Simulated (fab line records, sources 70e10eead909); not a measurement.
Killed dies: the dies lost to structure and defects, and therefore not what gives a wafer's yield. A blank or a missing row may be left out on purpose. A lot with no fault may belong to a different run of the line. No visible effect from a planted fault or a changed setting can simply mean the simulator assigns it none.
Matching of chambers :: flow nand harc :: rie diel-02 running NHARC_P_M2_DESCUM_14: 4 sister chambers
The step chemistry O2, time 3 s. 4 wafers are shown with their chamber, then 7 later ones without.

WAFERS, EACH WITH ITS CHAMBER
wafer: L667.1
chamber: 3
drypump motor current A (A): 6.5

wafer: L667.6
chamber: 2
drypump motor current A (A): 6.0

wafer: L669.2
chamber: 0
drypump motor current A (A): 6.2

wafer: L669.5
chamber: 1
drypump motor current A (A): 6.0

WAFERS WITHOUT THEIR CHAMBER
wafer: L669.6
drypump motor current A (A): 6.1

wafer: L670.1
drypump motor current A (A): 6.5

wafer: L670.4
drypump motor current A (A): 6.1

wafer: L670.6
drypump motor current A (A): 6.5

wafer: L673.1
drypump motor current A (A): 6.0

wafer: L673.5
drypump motor current A (A): 6.1

wafer: L673.6
drypump motor current A (A): 6.2

WHICH CHAMBER EACH WENT THROUGH
wafer: L669.6
from the rows above: can't be placed: 1 or 2 or 0
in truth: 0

wafer: L670.1
from the rows above: 3
in truth: 3

wafer: L670.4
from the rows above: can't be placed: 1 or 2 or 0
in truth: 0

wafer: L670.6
from the rows above: 3
in truth: 3

wafer: L673.1
from the rows above: can't be placed: 1 or 2
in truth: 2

wafer: L673.5
from the rows above: can't be placed: 1 or 2 or 0
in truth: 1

wafer: L673.6
from the rows above: 0
in truth: 0
Correct placement for 3 of the 7. From these rows, 4 cannot be placed; in 4 the true chamber is one of the candidates. Wrongly placed: 0.
How it was worked out, from the rows above alone: a wafer's distance from a chamber is the root of the sum, over the readings, of the square of ((its reading less the chamber's mean) divided by the reading's scatter). If the next closest chamber is less than 2 further off than the closest, the wafer can't be placed; otherwise it belongs to the closest. A chamber's mean is the mean of its shown wafers. The scatter: with one shown wafer a chamber, the root of the mean of the squares of how far each hidden wafer lies from its nearest shown one.
